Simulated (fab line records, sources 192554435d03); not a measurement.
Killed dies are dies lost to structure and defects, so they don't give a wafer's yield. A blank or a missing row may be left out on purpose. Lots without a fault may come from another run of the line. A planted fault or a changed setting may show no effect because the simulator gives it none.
Chamber matching | flow n5_finfet | N5_BEOL_M11_ETCH_61 on rie_diel-03: 4 sister chambers
The step etches SiARC in CF4, target depth 39 nm, time 65 s. 16 wafers are shown with their chamber, then 8 later ones without.

WAFERS WITH THEIR CHAMBER
wafer  | chamber | drypump_motor_current_A (A) | showerhead_plenum_p_Torr (Torr) | etch_rf_on_time_s (s)
L078.1 | 2       | 5.7                         | 2.20                            | 65.7
L078.5 | 3       | 6.6                         | 2.16                            | 63.9
L078.6 | 2       | 5.7                         | 2.20                            | 65.8
L083.1 | 3       | 6.6                         | 2.15                            | 62.4
L083.3 | 0       | 5.3                         | 2.07                            | 63.5
L083.5 | 3       | 6.6                         | 2.15                            | 62.6
L082.1 | 1       | 4.8                         | 2.18                            | 62.9
L082.3 | 0       | 5.3                         | 2.07                            | 64.1
L082.5 | 3       | 6.6                         | 2.15                            | 63.4
L086.2 | 0       | 5.3                         | 2.07                            | 63.5
L086.5 | 0       | 5.3                         | 2.07                            | 63.0
L086.6 | 3       | 6.6                         | 2.15                            | 63.4
L087.1 | 2       | 5.8                         | 2.19                            | 65.1
L087.4 | 2       | 5.7                         | 2.19                            | 65.0
L087.5 | 3       | 6.6                         | 2.15                            | 63.5
L094.1 | 3       | 6.6                         | 2.15                            | 63.5

SIGNATURES (means of the wafers above)
reading                  | chamber 0 | chamber 1 | chamber 2 | chamber 3 | scatter within a chamber
drypump_motor_current_A  | 5.300     | 4.800     | 5.725     | 6.600     | 0.025
showerhead_plenum_p_Torr | 2.0700    | 2.1800    | 2.1950    | 2.1514    | 0.00393
etch_rf_on_time_s        | 63.525    | 62.900    | 65.400    | 63.243    | 0.487
Rule: a wafer's distance from a chamber is the root of the sum, over the readings, of the square of ((its reading less the chamber's mean) divided by the reading's scatter). The wafer belongs to the nearest chamber; if the next one is less than 2 further off, it can't be placed. The scatter: the root of (the sum of the squares of (reading less its chamber's mean) over the shown wafers, divided by (wafers less chambers)).

WAFERS WITHOUT THEIR CHAMBER
wafer  | drypump_motor_current_A (A) | showerhead_plenum_p_Torr (Torr) | etch_rf_on_time_s (s)
L094.2 | 5.7                         | 2.19                            | 64.8
L094.4 | 4.8                         | 2.17                            | 62.8
L093.2 | 5.3                         | 2.06                            | 63.7
L093.4 | 6.6                         | 2.15                            | 64.1
L093.5 | 5.8                         | 2.19                            | 65.4
L097.1 | 5.7                         | 2.19                            | 65.3
L097.2 | 5.3                         | 2.06                            | 63.6
L097.6 | 6.6                         | 2.15                            | 63.7

WHICH CHAMBER EACH WENT THROUGH
wafer  | from the rows above | in truth
L094.2 | 2                   | 2
L094.4 | 1                   | 1
L093.2 | 0                   | 0
L093.4 | 3                   | 3
L093.5 | 2                   | 2
L097.1 | 2                   | 2
L097.2 | 0                   | 0
L097.6 | 3                   | 3
Placed correctly: 8 of 8. Can't be placed from these rows: 0. Placed wrongly: 0.
